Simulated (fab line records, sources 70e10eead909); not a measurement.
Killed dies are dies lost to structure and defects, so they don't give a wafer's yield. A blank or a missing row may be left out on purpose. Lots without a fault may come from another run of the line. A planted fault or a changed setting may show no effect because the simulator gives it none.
fab line records | flow nand_harc
record lots=5 wafers=15 last_day=24
route steps=1159 shown P_GATE@200 P_CONTACT@217
lots that met no fault: from a run of the same line without faults
start_h: hours from the record's first day to the start of the lot's first wafer shown | wait_h: hours since the lot's step before | " the same as in the row above | L1.1+2: a row that stands for several wafers | - no value, or no start given | * or withheld: withheld | < > ~ a bound
route shown NAME@n: a module of which the file shows steps, and the number in the route of the first | usual: mean/standard deviation of fault-free wafers | same: alike in all rows | chamber/n: place in a boat | sites: the reading at each site | _std_site: their standard deviation | _edge_site: outer sites' mean less inner sites' | radius_mm: how far each site lies from the wafer's centre | mask NAME#n: copy n | behind: the tool/chamber that last shaped the wafer | hold: why the lot was held/for how many hours/how that ended | device: the transistor (n, p or np) that didn't switch | end of line: the same wafers' tests at the end of the route | a step without rows: its recipe alone | killed: dies lost to structure and defects at the first sort, not the wafer's yield | map: a wafer's dies, x killed, . not, _ none there
set.NAME: the setting as run; set.NAME@STEP: as run at that earlier step | model.NAME: the simulator's own value behind a step, which no gauge read
lots at some steps of the route; a table a step, a row a wafer
services: from which hour (start_h, from the record's first day; less than 0 if before it) a tool's chamber was out of use, for how many hours, and why
## steps
# step NHARC_P_GATE_CD_MEAS_91
# recipe target_cd_nm=2000 landing_energy_ev=500
# usual cd_nm=2000.0/2.2
# columns lot.wafer tool chamber start_h wait_h cd_nm
L082.3 cd_sem-02 0 157.10 - 2005.2
L082.5 " 0 " " 2001.7
L082.6 " 0 " " 2001.8
L084.1 cd_sem-01 0 167.73 - 2000.0
L084.2 " 0 " " 2002.4
L084.3 " 0 " " 2005.8
L085.2 cd_sem-02 0 168.59 - 2001.5
L085.3 " 0 " " 1998.6
L085.6 " 0 " " 1998.6
L089.3 cd_sem-03 0 203.04 - 2001.0
L089.4 " 0 " " 1998.8
L089.5 " 0 " " 1999.8
L097.1 cd_sem-01 0 238.48 - 1998.6
L097.2 " 0 " " 2002.0
L097.5 " 0 " " 2000.9
# step NHARC_P_GATE_HARDBAKE_92
# recipe temp_c=125 time_s=80
# usual plate_temp_C=124.97/0.13
# columns lot.wafer tool chamber start_h wait_h plate_temp_C
L082.3 litho_track-05 0 157.18 - 124.91
L082.5 " 0 " " 124.99
L082.6 " 0 " " 125.06
L084.1 litho_track-03 0 167.81 - 125.03
L084.2 " 0 " " 125.17
L084.3 " 0 " " 125.07
L085.2 litho_track-03 0 168.67 - 124.85
L085.3 " 0 " " 124.75
L085.6 " 0 " " 124.83
L089.3 litho_track-03 0 203.12 - 124.99
L089.4 " 0 " " 125.00
L089.5 " 0 " " 125.05
L097.1 litho_track-03 0 238.56 - 125.05
L097.2 " 0 " " 125.17
L097.5 " 0 " " 125.04
# step NHARC_P_GATE_DESCUM_93
# recipe time_s=3 o2_flow_sccm=200 ar_flow_sccm=0 bias_power_w=0 chemistry=O2
# usual drypump_motor_current_A=5.8/0.5 oes_product_au=1.002/0.011 rf_vpp_V=57.8/0.89 showerhead_plenum_p_Torr=1.92/0.07 throttle_valve_pct=11.312/0.0098
# columns lot.wafer tool chamber start_h wait_h drypump_motor_current_A oes_product_au rf_hours_counter_h rf_vpp_V showerhead_plenum_p_Torr throttle_valve_pct
L082.3 rie_diel-04 0 157.27 - 4.8 0.990 10 57.0 1.81 11.313
L082.6 " 3 " " 6.5 1.001 - 58.5 2.01 11.305
L082.5 " 0 " " 4.8 0.988 - 59.2 1.81 11.316
L084.3 rie_diel-04 0 167.89 - 4.8 0.987 13 57.9 1.81 11.302
L084.1 " 1 " " 5.7 1.003 12 57.3 1.97 11.300
L084.2 " 2 " " 5.8 0.994 12 56.0 1.86 11.306
L085.3 rie_diel-02 1 168.75 - 6.2 1.000 4 57.2 1.91 11.304
L085.2 " 3 " " 5.3 0.994 3 57.2 1.89 11.296
L085.6 " 2 " " 5.7 0.991 - 58.5 1.95 11.295
L089.4 rie_diel-04 0 203.20 - 4.9 0.987 19 57.6 1.81 11.301
L089.3 " 1 " " 5.7 1.002 21 57.2 1.97 11.311
L089.5 " 3 " " 6.6 0.998 - 58.5 2.00 11.297
L097.2 rie_diel-02 3 238.64 - 5.3 0.999 21 57.1 1.89 11.317
L097.1 " 2 " " 5.7 1.004 29 58.2 1.94 11.322
L097.5 " 3 " " 5.3 1.001 - 57.0 1.89 11.307
# step NHARC_P_GATE_IMPLANT_94
# recipe energy_kev=60 dose_cm2=2e+15 tilt_deg=7
# columns lot.wafer tool chamber start_h wait_h
L082.3+5+6 implanter-01 0 157.46 0.2
L084.1+2+3 implanter-01 0 168.04 0.1
L085.2+3+6 implanter-01 0 168.93 0.1
L089.3+4+5 implanter-01 0 203.40 0.2
L097.1+2+5 implanter-01 0 238.95 0.3
# step NHARC_P_GATE_STRIP_113
# recipe power_w=1500 temp_c=110 time_s=740 chemistry=N2/H2
# usual drypump_motor_current_A=5.6/0.46 heater_power_w=88/5.5
# columns lot.wafer tool chamber start_h wait_h drypump_motor_current_A heater_power_w rf_hours_counter_h
L082.3 plasma_asher-01 1 157.98 0.5 5.8 83 -
L082.6 " 0 " " 5.5 93 -
L082.5 " 1 " " 5.8 84 -
L084.1 plasma_asher-02 0 168.34 0.3 6.1 93 54
L084.2 " 1 " " 4.9 84 54
L084.3 " 0 " " 6.2 97 -
L085.2 plasma_asher-01 1 169.12 0.2 5.8 84 19
L085.3 " 1 " " 5.8 86 -
L085.6 " 1 " " 5.8 83 -
L089.4 plasma_asher-01 1 203.80 0.3 5.8 85 -
L089.3 " 0 " " 5.5 95 -
L089.5 " 0 " " 5.5 95 -
L097.2 plasma_asher-01 1 239.42 0.4 5.8 83 45
L097.1 " 0 " " 5.5 93 45
L097.5 " 1 " " 5.8 82 -
# step NHARC_P_GATE_STRIP_95
# recipe power_w=1500 temp_c=250 chemistry=O2
# usual drypump_motor_current_A=5.6/0.46 heater_power_w=328/21
# columns lot.wafer tool chamber start_h wait_h drypump_motor_current_A heater_power_w rf_hours_counter_h
L082.3 plasma_asher-01 1 158.36 0.3 5.8 323 -
L082.6 " 0 " " 5.5 352 -
L082.5 " 1 " " 5.8 307 -
L084.1 plasma_asher-02 0 169.05 0.6 6.1 352 54
L084.2 " 1 " " 4.9 309 54
L084.3 " 0 " " 6.1 345 -
L085.2 plasma_asher-01 1 169.84 0.6 5.8 309 19
L085.3 " 1 " " 5.8 314 -
L085.6 " 1 " " 5.8 313 -
L089.4 plasma_asher-01 1 204.29 0.4 5.8 319 -
L089.3 " 0 " " 5.4 355 -
L089.5 " 0 " " 5.5 340 -
L097.2 plasma_asher-01 1 240.14 0.6 5.8 320 46
L097.1 " 0 " " 5.5 358 46
L097.5 " 1 " " 5.8 315 -
# step NHARC_P_GATE_STRIP_96
# recipe time_s=900 temp_c=130 chemistry=SPM
# usual bath_guard_temp_C=130.0/0.58
# columns lot.wafer tool chamber start_h wait_h bath_guard_temp_C
L082.3 wet_bench-09 5 158.55 0.2 129.5
L082.6 " 6 " " 129.6
L082.5 " 1 " " 130.6
L084.2 wet_bench-06 4 169.27 0.2 131.0
L084.1 " 6 " " 129.8
L084.3 " 0 " " 130.7
L085.2 wet_bench-05 6 170.06 0.2 129.4
L085.6 " 0 " " 130.1
L085.3 " 1 " " 129.5
L089.4 wet_bench-09 7 204.49 0.2 130.2
L089.5 " 0 " " 129.6
L089.3 " 1 " " 130.4
L097.5 wet_bench-09 4 240.35 0.2 130.6
L097.2 " 7 " " 130.1
L097.1 " 0 " " 128.9
# step NHARC_P_GATE_RTA_64
# recipe temp_c=1050 time_s=1
# usual lamp_power_pct=39.1/1.9 lamp_zone_1_pct=39.1/1.9 wafer_temp_C_max=1055.6/1
# columns lot.wafer tool chamber start_h wait_h lamp_power_pct lamp_zone_1_pct wafer_temp_C_max
L082.3 rtp_anneal-01 0 158.96 - 37.1 37.0 1053.6
L082.5 " 0 " " 37.0 37.0 1054.6
L082.6 " 0 " " 37.0 37.0 1054.5
L084.1 rtp_anneal-01 0 169.61 - 37.0 37.0 1056.3
L084.2 " 0 " " 37.1 37.0 1055.1
L084.3 " 0 " " 37.1 37.0 1055.4
L085.2 rtp_anneal-02 0 170.43 - 40.9 40.9 1055.8
L085.3 " 0 " " 40.9 40.9 1057.0
L085.6 " 0 " " 40.9 40.9 1055.8
L089.3 rtp_anneal-02 0 204.89 - 40.9 40.9 1057.3
L089.4 " 0 " " 40.9 40.9 1054.1
L089.5 " 0 " " 40.9 40.9 1054.7
L097.1 rtp_anneal-01 0 240.70 - 37.0 37.0 1055.9
L097.2 " 0 " " 37.0 37.1 1055.8
L097.5 " 0 " " 37.0 37.0 1054.6
# step NHARC_P_GATE_ETCH_77
# recipe target_depth_a=60 chemistry=dHF material=SiO2
# columns lot.wafer tool chamber start_h wait_h
L082.6+5+3 wet_bench-09 2,3,7 159.10 0.0
L084.2+3+1 wet_bench-06 1,2,3 169.83 0.2
L085.3+6+2 wet_bench-05 3,5,0 170.61 0.1
L089.3+4+5 wet_bench-09 6,7,0 205.04 0.1
L097.1+5+2 wet_bench-06 5,6,0 240.90 0.2
# step NHARC_P_GATE_DEGAS_109
# recipe temp_c=300 time_s=60
# usual heater_power_w=456/33
# columns lot.wafer tool chamber start_h wait_h heater_power_w
L082.3 pvd_sputter-02 - 159.22 0.1 456
L082.5 " - " " 491
L082.6 " - " " 411
L084.2 pvd_sputter-03 - 169.93 0.1 488
L084.1 " - " " 420
L084.3 " - " " 444
L085.3 pvd_sputter-01 - 170.71 0.1 504
L085.2 " - " " 465
L085.6 " - " " 464
L089.4 pvd_sputter-01 - 205.14 0.1 497
L089.3 " - " " 445
L089.5 " - " " 508
L097.1 pvd_sputter-03 - 241.01 0.1 427
L097.2 " - " " 457
L097.5 " - " " 419
# step NHARC_P_GATE_PRE_CLEAN_110
# recipe time_s=30 bias_v=200 gas=Ar
# columns lot.wafer tool chamber start_h wait_h
L082.3+6+5 pvd_sputter-02 - - -
L084.3+2+1 pvd_sputter-03 - - -
L085.3+2+6 pvd_sputter-01 - - -
L089.4+3+5 pvd_sputter-01 - - -
L097.2+1+5 pvd_sputter-03 - - -
# step NHARC_P_GATE_SPUTTER_78
# recipe target_thk_a=100 material=Ni
# columns lot.wafer tool chamber start_h wait_h
L082.3+5+6 pvd_sputter-02 - - -
L084.3+2+1 pvd_sputter-03 - - -
L085.2+3+6 pvd_sputter-01 - - -
L089.4+3+5 pvd_sputter-01 - - -
L097.2+1+5 pvd_sputter-03 - - -
# step NHARC_P_GATE_SPUTTER_79
# recipe target_thk_a=100 material=TiN
# columns lot.wafer tool chamber start_h wait_h
L082.3+5+6 pvd_sputter-02 - - -
L084.2+1+3 pvd_sputter-03 - - -
L085.2+3+6 pvd_sputter-01 - - -
L089.3+4+5 pvd_sputter-01 - - -
L097.2+1+5 pvd_sputter-03 - - -
# step NHARC_P_GATE_RTA_80
# recipe temp_c=300 time_s=30
# usual lamp_power_pct=2.35/0.11 lamp_zone_1_pct=2.35/0.11 wafer_temp_C_max=301.6/0.37
# columns lot.wafer tool chamber start_h wait_h lamp_power_pct lamp_zone_1_pct wafer_temp_C_max
L082.3 rtp_anneal-01 0 159.56 - 2.20 2.20 302.6
L082.5 " 0 " " 2.20 2.20 301.5
L082.6 " 0 " " 2.20 2.20 302.2
L084.1 rtp_anneal-01 0 170.23 - 2.21 2.21 301.7
L084.2 " 0 " " 2.21 2.21 301.8
L084.3 " 0 " " 2.21 2.21 301.4
L085.2 rtp_anneal-02 0 171.05 - 2.43 2.43 301.3
L085.3 " 0 " " 2.43 2.44 301.3
L085.6 " 0 " " 2.44 2.43 301.3
L089.3 rtp_anneal-01 0 205.49 - 2.21 2.21 300.7
L089.4 " 0 " " 2.21 2.21 302.9
L089.5 " 0 " " 2.21 2.21 301.6
L097.1 rtp_anneal-02 0 241.30 - 2.44 2.44 302.1
L097.2 " 0 " " 2.44 2.44 301.3
L097.5 " 0 " " 2.44 2.44 301.1
# step NHARC_P_GATE_STRIP_67
# recipe time_s=600 temp_c=130 chemistry=SPM
# usual bath_guard_temp_C=130.1/0.56
# columns lot.wafer tool chamber start_h wait_h bath_guard_temp_C
L082.6 wet_bench-09 0 159.70 0.0 129.1
L082.5 " 3 " " 129.9
L082.3 " 5 " " 129.6
L084.2 wet_bench-06 6 170.45 0.2 129.8
L084.3 " 7 " " 130.4
L084.1 " 1 " " 130.7
L085.6 wet_bench-06 2 171.22 0.0 129.7
L085.2 " 3 " " 130.3
L085.3 " 6 " " 130.1
L089.5 wet_bench-05 0 205.65 0.1 130.0
L089.3 " 1 " " 129.4
L089.4 " 2 " " 128.8
L097.1 wet_bench-06 3 241.50 0.2 129.8
L097.2 " 6 " " 129.6
L097.5 " 7 " " 130.2
# step NHARC_P_GATE_RTA_82
# recipe temp_c=450 time_s=30
# usual lamp_power_pct=4.54/0.23 lamp_zone_1_pct=4.54/0.23 wafer_temp_C_max=452.4/0.48
# columns lot.wafer tool chamber start_h wait_h lamp_power_pct lamp_zone_1_pct wafer_temp_C_max
L082.3 rtp_anneal-01 0 160.03 - 4.34 4.34 452.4
L082.5 " 0 " " 4.33 4.33 452.8
L082.6 " 0 " " 4.33 4.33 452.3
L084.1 rtp_anneal-02 0 170.69 - 4.78 4.78 452.7
L084.2 " 0 " " 4.78 4.79 451.5
L084.3 " 0 " " 4.79 4.79 451.9
L085.2 rtp_anneal-01 0 171.51 - 4.34 4.33 451.9
L085.3 " 0 " " 4.33 4.33 451.6
L085.6 " 0 " " 4.34 4.33 452.6
L089.3 rtp_anneal-01 0 205.95 - 4.33 4.33 452.8
L089.4 " 0 " " 4.33 4.34 452.3
L089.5 " 0 " " 4.33 4.34 452.5
L097.1 rtp_anneal-02 0 241.76 - 4.79 4.80 452.5
L097.2 " 0 " " 4.79 4.79 452.2
L097.5 " 0 " " 4.79 4.79 452.5
# step NHARC_P_GATE_INSPECT_68
# usual raw_defect_count=220/81
# columns lot.wafer tool chamber start_h wait_h raw_defect_count
L082.3 defect_inspect-02 - 160.17 0.1 296
L082.5 " - " " 231
L082.6 " - " " 200
L084.1 defect_inspect-01 - 170.89 0.2 199
L084.2 " - " " 198
L084.3 " - " " 134
L085.2 defect_inspect-02 - 171.68 0.1 221
L085.3 " - " " 166
L085.6 " - " " 201
L089.3 defect_inspect-02 - 206.09 0.1 229
L089.4 " - " " 480
L089.5 " - " " 385
L097.1 defect_inspect-01 - 241.96 0.2 174
L097.2 " - " " 157
L097.5 " - " " 299
# step NHARC_P_CONTACT_DEP_30
# recipe target_thk_a=300 temp_c=400 target_thk_nm=30 flow_sccm=200 rf_w=450 material=SiNx
# usual heater_power_w=687/74
# columns lot.wafer tool chamber start_h wait_h heater_power_w
L082.3 pecvd-04 1 160.31 0.1 563
L082.5 " 2 " " 800
L082.6 " 1 " " 575
L084.3 pecvd-03 0 170.96 0.1 648
L084.1 " 1 " " 759
L084.2 " 2 " " 627
L085.3 pecvd-01 2 171.77 0.1 721
L085.2 " 1 " " 699
L085.6 " 0 " " 644
L089.3 pecvd-01 1 206.15 0.1 804
L089.4 " 1 " " 838
L089.5 " 2 " " 746
L097.2 pecvd-03 0 242.11 0.2 552
L097.1 " 2 " " 633
L097.5 " 1 " " 684
# step NHARC_P_CONTACT_DEP_00
# recipe target_thk_a=5000 temp_c=400 pressure_torr=6.5 rf_w=900 teos_flow_sccm=161.4 flow_sccm=2650 target_thk_nm=500 gas=O2 material=SiO2
# usual heater_power_w=535/82 throttle_valve_pct=16.1/0.67
# columns lot.wafer tool chamber start_h wait_h heater_power_w throttle_valve_pct
L082.3 pecvd-04 1 - - 499 16.9
L082.5 " 2 " " 652 15.4
L082.6 " 1 " " 510 16.9
L084.3 pecvd-03 0 - - 441 17.1
L084.1 " 1 " " 495 17.0
L084.2 " 2 " " 545 15.6
L085.3 pecvd-01 2 - - 605 16.0
L085.2 " 1 " " 603 15.5
L085.6 " 0 " " 437 16.5
L089.3 pecvd-01 1 - - 654 15.2
L089.4 " 1 " " 494 15.5
L089.5 " 2 " " 607 16.2
L097.2 pecvd-03 0 - - 504 17.0
L097.1 " 2 " " 590 15.5
L097.5 " 1 " " 572 16.8
## services
# columns tool chamber start_h hours kind
wet_bench-06 0 137.61 - consumable_replace:bath
wet_bench-06 0 137.61 - consumable_replace:filter
wet_bench-06 1 137.61 - consumable_replace:bath
wet_bench-06 1 137.61 - consumable_replace:filter
wet_bench-06 2 137.61 - consumable_replace:bath
wet_bench-06 2 137.61 - consumable_replace:filter
pecvd-04 2 148.30 5.7 repair
rie_diel-02 - 150.90 9.0 pm
plasma_asher-01 - 152.27 4.5 repair
pvd_sputter-01 - 158.83 10.0 pm
rie_diel-04 0 177.00 7.6 repair
plasma_asher-02 - 183.25 9.0 pm
rie_diel-02 1 193.72 2.0 repair
pecvd-04 - 195.41 13.0 pm
rie_diel-02 3 196.56 13.3 repair
wet_bench-05 - 196.83 8.0 pm
pvd_sputter-02 - 206.10 2.2 repair
pvd_sputter-03 - 207.74 10.3 repair
litho_track-03 - 213.00 7.0 pm
pvd_sputter-02 - 214.00 10.0 pm
pecvd-03 - 233.74 1.1 repair
litho_track-05 - 237.01 7.0 pm
pecvd-01 - 237.50 13.0 pm
pvd_sputter-01 - 240.30 3.6 repair
## key
fault none
